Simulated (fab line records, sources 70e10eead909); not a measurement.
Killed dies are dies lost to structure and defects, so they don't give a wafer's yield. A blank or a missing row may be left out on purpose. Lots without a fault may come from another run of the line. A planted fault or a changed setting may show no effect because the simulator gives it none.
fab line records | flow nand_harc
record lots=6 wafers=18 last_day=23
route steps=1159 shown A_CHANNEL_HOLE_D1@457
lots that met no fault: from a run of the same line without faults
start_h: hours from the record's first day to the start of the lot's first wafer shown | wait_h: hours since the lot's step before | " the same as in the row above | L1.1+2: a row that stands for several wafers | - no value, or no start given | * or withheld: withheld | < > ~ a bound
route shown NAME@n: a module of which the file shows steps, and the number in the route of the first | usual: mean/standard deviation of fault-free wafers | same: alike in all rows | chamber/n: place in a boat | sites: the reading at each site | _std_site: their standard deviation | _edge_site: outer sites' mean less inner sites' | radius_mm: how far each site lies from the wafer's centre | mask NAME#n: copy n | behind: the tool/chamber that last shaped the wafer | hold: why the lot was held/for how many hours/how that ended | device: the transistor (n, p or np) that didn't switch | end of line: the same wafers' tests at the end of the route | a step without rows: its recipe alone | killed: dies lost to structure and defects at the first sort, not the wafer's yield | map: a wafer's dies, x killed, . not, _ none there
set.NAME: the setting as run; set.NAME@STEP: as run at that earlier step | model.NAME: the simulator's own value behind a step, which no gauge read
lots at some steps of the route; a table a step, a row a wafer
services: from which hour (start_h, from the record's first day; less than 0 if before it) a tool's chamber was out of use, for how many hours, and why
## steps
# step NHARC_A_CHANNEL_HOLE_D1_SOFTBAKE_05
# recipe temp_c=105 time_s=55
# step NHARC_A_CHANNEL_HOLE_D1_EBR_06
# step NHARC_A_CHANNEL_HOLE_D1_EXPOSE_07
# recipe na=1.35 target_cd_nm=100 sigma_outer=0.3 dose_mj=59.65 mask_id=HOLE_D1
# step NHARC_A_CHANNEL_HOLE_D1_PEB_08
# recipe peb_temp_c=100 peb_time_s=65
# step NHARC_A_CHANNEL_HOLE_D1_DEVELOP_09
# recipe develop_time_s=35 dev_temp_c=23
# step NHARC_A_CHANNEL_HOLE_D1_CD_MEAS_10
# recipe target_cd_nm=100 landing_energy_ev=500
# usual cd_nm=99.7/0.64
# same landing_energy_ev=500
# columns lot.wafer tool chamber start_h wait_h cd_nm
L989.2 cd_sem-01 0 195.17 - 99.4
L989.3 " 0 " " 100.2
L989.6 " 0 " " 99.9
L988.1 cd_sem-02 0 199.69 - 99.7
L988.2 " 0 " " 99.5
L988.4 " 0 " " 98.8
L101.2 cd_sem-02 0 269.46 - 99.8
L101.4 " 0 " " 100.5
L101.6 " 0 " " 98.7
L105.2 cd_sem-03 0 287.50 - 101.0
L105.4 " 0 " " 99.9
L105.5 " 0 " " 99.2
L103.3 cd_sem-01 0 287.73 - 99.5
L103.4 " 0 " " 100.4
L103.5 " 0 " " 99.9
L106.1 cd_sem-03 0 299.30 - 99.7
L106.2 " 0 " " 100.0
L106.3 " 0 " " 99.1
# step NHARC_A_CHANNEL_HOLE_D1_OVL_MEAS_11
# usual overlay_x_nm=0.2/0.79 overlay_y_nm=0.0/0.89
# columns lot.wafer tool chamber start_h wait_h overlay_x_nm overlay_y_nm
L989.2 overlay-02 - 195.25 - -0.1 -0.6
L989.3 " - " " 0.2 -0.6
L989.6 " - " " -0.4 -0.6
L988.1 overlay-02 - 199.78 - -0.1 1.4
L988.2 " - " " -0.7 0.8
L988.4 " - " " -0.7 0.7
L101.2 overlay-01 - 269.55 - -0.8 0.2
L101.4 " - " " -0.9 0.5
L101.6 " - " " -0.3 0.3
L105.2 overlay-01 - 287.59 - 0.6 -1.1
L105.4 " - " " 0.7 -1.1
L105.5 " - " " 0.6 -1.2
L103.3 overlay-02 - 287.82 - 0.4 -0.9
L103.4 " - " " 0.7 -0.2
L103.5 " - " " 0.6 0.1
L106.1 overlay-01 - 299.39 - 0.0 0.3
L106.2 " - " " 0.3 -0.5
L106.3 " - " " 0.1 -0.6
# step NHARC_A_CHANNEL_HOLE_D1_INSPECT_12
# usual raw_defect_count=5.5/2.8
# columns lot.wafer tool chamber start_h wait_h raw_defect_count
L989.2 defect_inspect-02 - 195.29 0.0 5
L989.3 " - " " 7
L989.6 " - " " 9
L988.1 defect_inspect-02 - 199.82 0.0 11
L988.2 " - " " 7
L988.4 " - " " 14
L101.2 defect_inspect-01 - 269.58 0.0 2
L101.4 " - " " 4
L101.6 " - " " 5
L105.2 defect_inspect-01 - 287.62 0.0 3
L105.4 " - " " 2
L105.5 " - " " 5
L103.3 defect_inspect-02 - 287.85 0.0 7
L103.4 " - " " 6
L103.5 " - " " 1
L106.1 defect_inspect-01 - 299.43 0.0 10
L106.2 " - " " 2
L106.3 " - " " 3
# step NHARC_A_CHANNEL_HOLE_D1_DESCUM_15
# recipe time_s=3 o2_flow_sccm=200 ar_flow_sccm=0 bias_power_w=0 chemistry=O2
# usual drypump_motor_current_A=5.8/0.32 o2_flow_sccm=200.1/0.56 oes_product_au=0.998/0.014 rf_vpp_V=57.8/0.84 showerhead_plenum_p_Torr=1.90/0.08 throttle_valve_pct=11.310/0.0089
# columns lot.wafer tool chamber start_h wait_h drypump_motor_current_A o2_flow_sccm oes_product_au rf_hours_counter_h rf_vpp_V showerhead_plenum_p_Torr throttle_valve_pct
L989.2 rie_diel-09 2 195.35 0.1 6.1 199.3 0.979 8 56.3 1.79 11.323
L989.3 " 1 " " 6.3 200.2 0.987 9 58.1 2.01 11.319
L989.6 " 3 " " 5.7 200.1 0.988 - 59.3 1.96 11.299
L988.1 rie_diel-09 0 199.88 0.1 6.5 199.8 1.016 9 57.0 1.82 11.291
L988.2 " 1 " " 6.2 199.7 0.995 9 57.9 2.01 11.324
L988.4 " 2 " " 6.1 199.9 0.981 9 56.0 1.79 11.321
L101.2 rie_diel-09 3 269.64 0.1 5.7 199.7 0.984 0 58.6 1.96 11.297
L101.4 " 2 " " 6.1 199.5 0.998 0 56.4 1.79 11.324
L101.6 " 0 " " 6.5 199.8 1.025 - 59.5 1.82 11.301
L105.2 rie_diel-01 2 287.69 0.1 5.9 199.7 0.987 11 57.3 1.89 11.326
L105.4 " 3 " " 5.8 200.2 0.981 10 58.9 1.90 11.302
L105.5 " 1 " " 5.8 199.6 0.998 - 56.7 1.88 11.312
L103.3 rie_diel-09 0 287.91 0.1 6.5 201.1 1.022 1 56.9 1.82 11.301
L103.4 " 3 " " 5.7 200.0 0.986 1 58.4 1.96 11.315
L103.5 " 0 " " 6.5 200.1 1.027 - 58.5 1.82 11.314
L106.3 rie_diel-07 1 299.49 0.1 5.0 200.8 1.001 4 58.2 2.06 11.318
L106.1 " 2 " " 5.6 200.5 0.991 4 57.9 1.79 11.314
L106.2 " 0 " " 5.7 200.1 0.988 5 58.5 1.80 11.311
# step NHARC_A_CHANNEL_HOLE_D1_ETCH_38
# recipe target_depth_a=390 over_etch_frac=0.3 time_s=65 ion_energy_ev=80 cf4_flow_sccm=150 ar_flow_sccm=0 rf_w=300 bias_w=100 chemistry=CF4
# usual drypump_motor_current_A=5.8/0.3 oes_product_au=0.998/0.013 rf_vpp_V=151.3/1.2 run_length_s=86.1/0.56 showerhead_plenum_p_Torr=1.76/0.07 throttle_valve_pct=13.284/0.0087
# columns lot.wafer tool chamber start_h wait_h drypump_motor_current_A oes_product_au rf_hours_counter_h rf_vpp_V run_length_s showerhead_plenum_p_Torr throttle_valve_pct
L989.3 rie_diel-09 1 195.44 0.1 6.2 0.988 9 151.9 85.4 1.85 13.289
L989.2 " 3 " " 5.7 0.985 7 153.6 85.9 1.81 13.275
L989.6 " 1 " " 6.2 0.986 - 152.7 85.4 1.85 13.285
L988.2 rie_diel-09 1 199.96 0.1 6.2 0.993 9 153.0 85.3 1.85 13.287
L988.1 " 2 " " 6.1 0.981 9 150.5 86.3 1.66 13.298
L988.4 " 3 " " 5.7 0.987 8 152.6 86.0 1.81 13.278
L101.4 rie_diel-09 2 269.73 0.1 6.1 0.990 0 149.1 86.9 1.66 13.288
L101.2 " 0 " " 6.5 1.022 0 150.2 86.3 1.69 13.285
L101.6 " 3 " " 5.7 0.977 - 150.3 85.9 1.81 13.275
L105.4 rie_diel-01 2 287.77 0.1 5.9 0.990 11 149.9 86.5 1.75 13.287
L105.2 " 3 " " 5.8 0.986 10 151.5 85.9 1.76 13.266
L105.5 " 3 " " 5.8 0.977 - 151.7 86.3 1.76 13.288
L103.3 rie_diel-09 0 288.01 0.1 6.5 1.014 1 150.9 86.4 1.69 13.289
L103.4 " 1 " " 6.2 0.999 2 152.6 85.2 1.85 13.277
L103.5 " 3 " " 5.7 0.986 - 151.1 86.4 1.81 13.274
L106.1 rie_diel-07 3 299.58 0.1 5.6 1.011 4 150.2 86.7 1.68 13.272
L106.3 " 0 " " 5.7 0.986 5 150.9 86.1 1.67 13.287
L106.2 " 1 " " 5.0 1.006 4 152.7 87.1 1.89 13.283
# step NHARC_A_CHANNEL_HOLE_D1_ETCH_39
# recipe target_depth_a=2600 over_etch_frac=0.3 time_s=325 ion_energy_ev=200 n2_flow_sccm=150 h2_flow_sccm=150 ar_flow_sccm=0 rf_w=400 bias_w=150 chemistry=N2/H2
# usual drypump_motor_current_A=5.8/0.3 oes_product_au=0.998/0.013 rf_vpp_V=430.2/2.5 run_length_s=346.1/0.56 showerhead_plenum_p_Torr=2.03/0.087 throttle_valve_pct=14.171/0.0092
# columns lot.wafer tool chamber start_h wait_h drypump_motor_current_A oes_product_au rf_hours_counter_h rf_vpp_V run_length_s showerhead_plenum_p_Torr throttle_valve_pct
L989.2 rie_diel-09 3 - - 5.7 0.990 7 431.2 346.4 2.09 14.169
L989.3 " 1 " " 6.2 0.990 9 432.4 345.3 2.15 14.169
L989.6 " 3 " " 5.7 1.002 - 432.5 345.8 2.09 14.175
L988.2 rie_diel-09 3 - - 5.7 0.992 8 432.3 346.2 2.09 14.188
L988.4 " 0 " " 6.5 1.015 9 429.8 346.4 1.94 14.174
L988.1 " 1 " " 6.2 0.991 9 433.8 345.4 2.15 14.160
L101.4 rie_diel-09 1 - - 6.2 0.996 0 432.3 345.3 2.15 14.174
L101.2 " 2 " " 6.1 0.992 0 426.2 347.0 1.90 14.173
L101.6 " 0 " " 6.5 1.016 - 426.9 346.1 1.94 14.171
L105.4 rie_diel-01 2 - - 5.9 1.010 11 429.3 346.5 2.01 14.171
L105.2 " 3 " " 5.8 0.987 10 430.2 346.5 2.02 14.160
L105.5 " 3 " " 5.8 0.988 - 430.8 346.4 2.02 14.174
L103.3 rie_diel-09 2 - - 6.1 0.995 2 427.3 346.6 1.90 14.170
L103.4 " 1 " " 6.2 1.010 2 433.6 345.8 2.14 14.164
L103.5 " 2 " " 6.1 1.006 - 427.3 347.0 1.90 14.159
L106.2 rie_diel-07 1 - - 5.0 1.009 4 434.7 346.9 2.20 14.171
L106.3 " 2 " " 5.6 0.991 4 428.0 345.8 1.91 14.187
L106.1 " 3 " " 5.5 1.015 4 426.2 346.3 1.93 14.164
# step NHARC_A_CHANNEL_HOLE_D1_ETCH_34
# recipe target_depth_a=1540 time_s=77 cf4_flow_sccm=100 chf3_flow_sccm=30 ar_flow_sccm=0 rf_w=500 bias_w=200 chemistry=CF4/CHF3
# usual drypump_motor_current_A=5.8/0.3 oes_product_au=0.937/0.023 rf_vpp_V=370.3/2.2 run_length_s=98.2/0.48 showerhead_plenum_p_Torr=1.56/0.061 throttle_valve_pct=16.803/0.01
# columns lot.wafer tool chamber start_h wait_h drypump_motor_current_A oes_product_au rf_hours_counter_h rf_vpp_V run_length_s showerhead_plenum_p_Torr throttle_valve_pct
L989.2 rie_diel-09 0 - - 6.5 0.936 8 367.4 98.4 1.50 16.803
L989.3 " 1 " " 6.2 0.918 9 373.9 97.3 1.65 16.790
L989.6 " 0 " " 6.5 0.925 - 367.6 98.1 1.50 16.799
L988.2 rie_diel-09 2 - - 6.1 0.959 9 368.2 98.6 1.48 16.789
L988.4 " 0 " " 6.5 0.976 9 367.0 98.2 1.50 16.804
L988.1 " 1 " " 6.2 0.966 9 372.3 97.6 1.65 16.791
L101.2 rie_diel-09 0 - - 6.5 0.959 0 367.8 98.6 1.50 16.789
L101.4 " 1 " " 6.2 0.968 0 372.3 97.5 1.65 16.802
L101.6 " 2 " " 6.0 0.962 - 366.8 98.5 1.48 16.795
L105.2 rie_diel-01 3 - - 5.8 0.915 10 368.9 98.2 1.56 16.799
L105.4 " 1 " " 5.8 0.917 10 371.6 97.5 1.55 16.790
L105.5 " 3 " " 5.8 0.915 - 370.2 98.0 1.56 16.797
L103.4 rie_diel-09 0 - - 6.5 0.941 2 366.9 98.2 1.50 16.797
L103.3 " 2 " " 6.1 0.919 2 367.0 98.4 1.47 16.796
L103.5 " 0 " " 6.5 0.938 - 368.3 98.2 1.50 16.804
L106.3 rie_diel-07 0 - - 5.7 0.927 5 368.1 97.8 1.49 16.805
L106.2 " 2 " " 5.6 0.912 4 367.3 97.8 1.48 16.785
L106.1 " 3 " " 5.5 0.931 4 366.7 98.6 1.50 16.785
# step NHARC_A_CHANNEL_HOLE_D1_ETCH_16
# recipe target_depth_a=31000 over_etch_frac=0.3 time_s=806 ion_energy_ev=150 o2_flow_sccm=400 cos_flow_sccm=20 ar_flow_sccm=0 rf_w=500 bias_w=300 chemistry=O2/COS
# usual cos_flow_sccm=20.00/0.058 drypump_motor_current_A=5.8/0.3 o2_flow_sccm=400.0/1.3 oes_product_au=0.997/0.012 rf_vpp_V=314.0/2 run_length_s=827.1/0.55 showerhead_plenum_p_Torr=3.10/0.12 throttle_valve_pct=28.331/0.0094
# columns lot.wafer tool chamber start_h wait_h cos_flow_sccm drypump_motor_current_A o2_flow_sccm oes_product_au rf_hours_counter_h rf_vpp_V run_length_s showerhead_plenum_p_Torr throttle_valve_pct
L989.2 rie_diel-09 0 195.93 - 20.01 6.5 402.1 1.006 8 311.2 827.4 2.98 28.320
L989.3 " 1 " " 19.94 6.2 402.2 0.996 9 315.5 826.5 3.27 28.337
L989.6 " 0 " " 20.02 6.5 401.1 1.016 - 313.0 827.3 2.98 28.318
L988.1 rie_diel-09 1 200.41 - 19.95 6.3 398.6 0.985 9 315.7 826.5 3.27 28.318
L988.4 " 2 " " 19.99 6.1 400.5 0.974 9 310.7 827.4 2.93 28.331
L988.2 " 0 " " 19.96 6.5 401.3 1.007 9 312.2 827.5 2.98 28.330
L101.4 rie_diel-09 2 270.28 - 19.95 6.1 401.1 0.992 0 311.0 595.9 2.93 28.316
L101.2 " 3 " " 19.98 5.7 398.6 0.983 0 315.7 595.5 3.19 28.347
L101.6 " 0 " " 20.07 6.5 399.8 1.035 - 312.3 595.7 2.98 28.333
L105.4 rie_diel-01 0 288.33 - 20.05 5.7 400.4 1.019 9 316.7 826.8 3.25 28.329
L105.2 " 1 " " 20.05 5.8 401.1 0.998 11 312.0 826.7 3.07 28.322
L105.5 " 3 " " 19.95 5.8 399.2 0.987 - 312.6 827.1 3.10 28.336
L103.3 rie_diel-09 2 288.44 - 20.01 6.1 400.7 0.994 2 311.4 596.3 2.93 28.317
L103.4 " 1 " " 19.98 6.2 399.6 0.996 2 314.9 595.1 3.27 28.310
L103.5 " 3 " " 20.00 5.7 398.7 0.981 - 314.3 595.5 3.19 28.331
L106.1 rie_diel-07 1 300.07 - 19.86 5.0 400.6 1.007 5 317.0 828.4 3.34 28.339
L106.2 " 2 " " 19.97 5.6 401.2 0.991 4 312.3 827.3 2.94 28.339
L106.3 " 3 " " 20.06 5.6 398.6 1.007 4 313.8 827.1 2.97 28.345
# step NHARC_A_CHANNEL_HOLE_D1_CD_MEAS_18
# usual cd_nm=99.3/2.9
# columns lot.wafer tool chamber start_h wait_h cd_nm
L989.2 cd_sem-02 - 196.46 - 98.7
L989.3 " - " " 99.3
L989.6 " - " " 99.8
L988.1 cd_sem-01 - 200.98 - 100.6
L988.2 " - " " 97.6
L988.4 " - " " 98.5
L101.2 cd_sem-03 - 270.75 - 94.0
L101.4 " - " " 98.6
L101.6 " - " " 96.2
L105.2 cd_sem-03 - 288.79 - 101.3
L105.4 " - " " 103.4
L105.5 " - " " 104.5
L103.3 cd_sem-02 - 289.02 - 89.0
L103.4 " - " " 95.4
L103.5 " - " " 90.6
L106.1 cd_sem-01 - 300.58 - 99.3
L106.2 " - " " 101.2
L106.3 " - " " 105.5
## services
# columns tool chamber start_h hours kind
rie_diel-09 - 177.28 1.7 repair
rie_diel-07 2 178.39 15.6 repair
rie_diel-09 3 179.97 3.6 repair
rie_diel-09 0 184.10 - clean
rie_diel-09 1 184.10 - clean
rie_diel-09 2 184.10 - clean
rie_diel-09 3 184.10 - clean
rie_diel-09 0 208.60 - clean
rie_diel-09 1 208.60 - clean
rie_diel-09 2 208.60 - clean
rie_diel-09 3 208.60 - clean
rie_diel-07 - 228.67 9.0 pm
rie_diel-09 0 233.10 - clean
rie_diel-09 1 233.10 - clean
rie_diel-09 2 233.10 - clean
rie_diel-09 3 233.10 - clean
rie_diel-09 - 254.10 9.0 pm
rie_diel-09 0 254.10 9.0 vent_cycle
rie_diel-09 1 254.10 9.0 vent_cycle
rie_diel-09 2 254.10 9.0 vent_cycle
rie_diel-09 3 254.10 9.0 vent_cycle
rie_diel-07 - 256.62 0.1 repair
rie_diel-09 0 263.10 - clean
rie_diel-09 0 292.69 12.4 repair
## key
first_sign step=NHARC_A_CHANNEL_HOLE_D1_ETCH_16 reading=run_length_s direction=down sigmas=99+ usual=* struck=*
effect none on later readings
met_at NHARC_A_CHANNEL_HOLE_D1_ETCH_16
struck_wafers L101.2,L101.4,L101.6,L103.3,L103.4,L103.5
later_rows_left_out L101.2,L101.4,L101.6,L103.3,L103.4,L103.5
sort_left_out L101.2,L101.4,L101.6,L103.3,L103.4,L103.5
tester_left_out L101,L103
onset_between 200.41 270.28
fault kind=process_parameter_drift tool=rie_diel-09 chamber=- onset_h=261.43 steps=NHARC_A_CHANNEL_HOLE_D1_ETCH_16 channel=time_s offset=* shape=step end_h=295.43 acts_in=* stated=*
# tester_left_out: of these lots the tester's yield and bins aren't shown, on N5 and GAA mostly nor the transistor test; their killed dies are dies lost to structure and defects alone, not to doping, threshold or leakage, so they don't give the yield
# sort_left_out: the simulated sort isn't trusted on such a fault, so these wafers' sort isn't shown, and their yield isn't known
# later_rows_left_out: the simulator's readings of these wafers behind a module that went badly wrong aren't trusted and aren't shown, but for the sort
